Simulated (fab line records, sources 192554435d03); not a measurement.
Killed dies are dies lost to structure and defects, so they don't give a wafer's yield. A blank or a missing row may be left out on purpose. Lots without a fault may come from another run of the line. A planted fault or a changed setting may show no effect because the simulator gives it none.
Chamber matching | flow n5_finfet | N5_ZERO_LAYER_PECVD_02 on pecvd-04: 3 sister chambers
The step deposits SiO2 from SiH4/N2O, target thk 10 nm, time 6 s. 6 wafers are shown with their chamber, then 11 later ones without.

WAFERS WITH THEIR CHAMBER
wafer  | chamber | showerhead_plenum_p_Torr (Torr) | heater_power_w (W)
L079.3 | 2       | 8.13                            | 729
L083.5 | 1       | 8.01                            | 986
L085.2 | 0       | 8.19                            | 797
L085.5 | 1       | 8.00                            | 856
L085.6 | 0       | 8.20                            | 808
L087.3 | 2       | 8.10                            | 709

WAFERS WITHOUT THEIR CHAMBER
wafer  | showerhead_plenum_p_Torr (Torr) | heater_power_w (W)
L087.4 | 8.11                            | 719
L087.6 | 8.20                            | 740
L089.4 | 7.99                            | 991
L089.5 | 8.20                            | 721
L089.6 | 8.11                            | 743
L091.1 | 8.12                            | 747
L091.4 | 8.20                            | 790
L091.5 | 8.01                            | 863
L092.1 | 8.01                            | 1002
L092.3 | 8.13                            | 653
L092.6 | 8.12                            | 657

WHICH CHAMBER EACH WENT THROUGH
wafer  | from the rows above | in truth
L087.4 | 2                   | 2
L087.6 | 0                   | 0
L089.4 | 1                   | 1
L089.5 | 0                   | 0
L089.6 | 2                   | 2
L091.1 | 2                   | 2
L091.4 | 0                   | 0
L091.5 | 1                   | 1
L092.1 | 1                   | 1
L092.3 | 2                   | 2
L092.6 | 2                   | 2
Placed correctly: 11 of 11. Can't be placed from these rows: 0. Placed wrongly: 0.
How it was worked out, from the rows above alone: a wafer's distance from a chamber is the root of the sum, over the readings, of the square of ((its reading less the chamber's mean) divided by the reading's scatter). The wafer belongs to the nearest chamber; if the next one is less than 2 further off, it can't be placed. A chamber's mean is the mean of its shown wafers. The scatter: the root of (the sum of the squares of (reading less its chamber's mean) over the shown wafers, divided by (wafers less chambers)).
